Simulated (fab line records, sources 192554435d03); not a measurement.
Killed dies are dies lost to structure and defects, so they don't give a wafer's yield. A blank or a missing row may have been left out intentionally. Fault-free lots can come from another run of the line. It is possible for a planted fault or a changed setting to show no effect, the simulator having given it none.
A lot that was struck, set against a sound lot ; flow n5 finfet ; 37 steps out of a route of 1938
Sound: these wafers, L336.1, L336.5, L336.6. Struck: wafers L324.3, L324.4 (left out: L324.1, a lot-mate that was not struck); the cause follows at the end.
For every step that has rows: the tool of each side, followed by ch and its chambers, followed by its first start. Under that, the readings that differ: sound wafers ; struck wafers ; difference of the means ; sigmas: that difference in standard deviations of wafers without a fault.
alike: readings with means less than 2 such deviations apart, plus words and numbers identical on both sides. not compared: withheld readings, readings lacking a value on some wafer, bounds such as >300 that could conceal the same value, and numbers that have no deviation in the record and whose values overlap.
The two part at a step that has a row with sigmas, a row that says differs or no value, or rows on one side only. Numbers that have no deviation but don't overlap get no sigmas and don't part them. Lack of a reading on every wafer of one side parts them only where that side has two or more wafers.

first, 9 steps without rows for these wafers: N5_BEOL_M4_ANNEAL_95 (time 240 s); N5_BEOL_M4_SPUTTER_96 (material Cu, target thk 4.5 nm, time 8.29 s); N5_BEOL_M4_ECD_50 (material Cu, target thk 300 nm); N5_BEOL_M4_ANNEAL_51 (time 90 s); N5_BEOL_M4_CMP_52 (polishes, stops on SiOC, t overpolish 6.8 s, target thk 40 nm); N5_BEOL_M4_PRE_CLEAN_60 (time 15 s); N5_BEOL_M4_CO_CAP_55 (material Co, precursor CCTBA/H2, target thk 2 nm, time 102.1 s); N5_BEOL_M4_PRE_CLEAN_56 (time 15 s); N5_BEOL_M4_DEP_57 (deposits SiCN from 3MS/NH3, target thk 8 nm, time 14 s).
N5_BEOL_M4_RC_MEAS_101:
  sound on prober-02 ch 0, day 13 06:49; struck on prober-02 ch 0, day 10 08:32
reading;sound;struck;difference;sigmas
DIBL_N (mV/V);34.8 36.3 35.2;38.7 39.2;+3.5;+2
DIBL_P (mV/V);34.8 34.7 34.6;39.4 39.8;+4.9;+2
IOFF_P (nA/um);0.20 0.19 0.19;0.27 0.29;+0.09;+2
  alike: IOFF_N, ION_N, ION_P, SS_N, SS_P, VT_N, VT_P
then, 24 steps without rows for these wafers: N5_BEOL_M5_ILD_DEP_00 (deposits SiCOH lowk from DEMS/porogen, target thk 140.64 nm, time 25.9 s); N5_BEOL_M5_CURE_79 (cures SiCOH lowk, time 240 s); N5_BEOL_M5_PECVD_70 (deposits SiO2 from TEOS/O2, target thk 16 nm, time 18 s); N5_BEOL_M5_HM_DEP_02 (deposits TiN, target thk 20 nm); N5_BEOL_M5_COAT_59 (time 60 s, resist thk 60 nm); N5_BEOL_M5_COAT_60 (time 60 s, resist thk 12 nm); N5_BEOL_M5_COAT_71 (time 60 s, resist thk 5 nm); N5_BEOL_M5_COAT_05 (resist thk 30 nm); N5_BEOL_M5_EBR_07; N5_BEOL_M5_SOFTBAKE_06 (time 60 s); N5_BEOL_M5_EXPOSE_08 (exposes mask M5, target cd 28 nm); N5_BEOL_M5_PEB_09 (peb time 60 s); N5_BEOL_M5_DEVELOP_10 (develop time 30 s); N5_BEOL_M5_DESCUM_16 (chemistry O2, time 7 s); N5_BEOL_M5_ETCH_72 (etches underlayer in N2/H2, target depth 6.5 nm, time 5.2 s); N5_BEOL_M5_ETCH_61 (etches SiARC in CF4, target depth 15.6 nm, time 26 s); N5_BEOL_M5_ETCH_62 (etches SOC in N2/H2, target depth 75 nm, overetch 15 nm, time 112.5 s); N5_BEOL_M5_STRIP_63 (strips in N2/H2); N5_BEOL_M5_STRIP_73 (strips in N2/H2); N5_BEOL_M5_STRIP_64 (strips in CF4); N5_BEOL_M5_HM_OPEN_17 (chemistry Cl2/BCl3, target TiN, target depth 20 nm, overetch 6 nm); N5_BEOL_M5_STRIP_19 (strips in O2); N5_BEOL_M5_COAT_65 (time 60 s, resist thk 60 nm); N5_BEOL_M5_COAT_66 (time 60 s, resist thk 12 nm).
N5_BEOL_M8_ALD_77: deposits TaN, target thk 2 nm, pulse time 2 s, purge time 3 s.
  sound on ald metal-04 ch 1,2, day 14 13:56; struck on ald metal-03 ch 0,1, day 12 03:14
reading;sound;struck;difference;sigmas
ald cycles;40 40 40;13 13;-27;
model.TaN_of_BEOL_M8_ALD_77.thk nm (nm);2 2 2;0.6 0.6;-1.4;
  alike: heater power w
  not compared: since wet clean h
-- a jump in the record: the struck wafers' starts before and after are 2 days apart (it breaks off in module BEOL_M8 and resumes in module BEOL_M15, where the first step shown is number 1830 of the route) --
N5_BEOL_M15_RC_MEAS_101:
  sound on prober-01 ch 0, day 16 22:10; struck on prober-01 ch 0, day 14 11:29
reading;sound;struck;difference;sigmas
COMB_M8 (S/m);2.3e-11 2.4e-11 2.8e-11;9.01e-10 1.07e-09;+9.60e-10;+99 or more
COMB_M8_max_site (S/m);3e-11 2.9e-11 3.6e-11;1.26e-09 1.595e-09;+1.40e-09;+99 or more
SERP_M10 (ohm/um);3.06 3.00 3.08;3.27 3.23;+0.20;+2
  alike: COMB_M10, COMB_M11, COMB_M12, COMB_M13, COMB_M14, COMB_M15, COMB_M5, COMB_M6, COMB_M7, COMB_M9, SERP_M11, SERP_M11_max_site, SERP_M12, SERP_M13, SERP_M14, SERP_M5, SERP_M6, SERP_M6_max_site, SERP_M7, SERP_M8, SERP_M8_max_site, SERP_M9
N5_PASSIVATION_PROBE_49:
  sound on prober-01, day 17 13:16; struck on prober-01, day 15 00:53
reading;sound;struck;difference;sigmas
defect limited yield (%);88.7 91.3 92.1;84.2 80.6;-8.3;-6
killed_at_M4_up;14 10 16;114 127;+107;+19
killed dies;133 103 93;187 229;+98;+7
killed on rim;14 12 13;30 28;+16;+4
sort_bin_4_leakage (%);0 0 0;8.64 9.92;+9.28;+99 or more
sort n pass;1047 1077 1087;993 951;-98;-7
sort yield pct (%);88.7 91.3 92.1;84.2 80.6;-8.3;-6
  alike: killed_at_M0_to_M3, killed at contacts, killed at front end, killed at other, killed open, killed short, sort_bin_5_function, sort_bin_6_memory

## WHERE THEY PART
Earliest at N5_BEOL_M4_RC_MEAS_101; latest, in this record, at N5_PASSIVATION_PROBE_49.

WHY: whatever the simulator had introduced
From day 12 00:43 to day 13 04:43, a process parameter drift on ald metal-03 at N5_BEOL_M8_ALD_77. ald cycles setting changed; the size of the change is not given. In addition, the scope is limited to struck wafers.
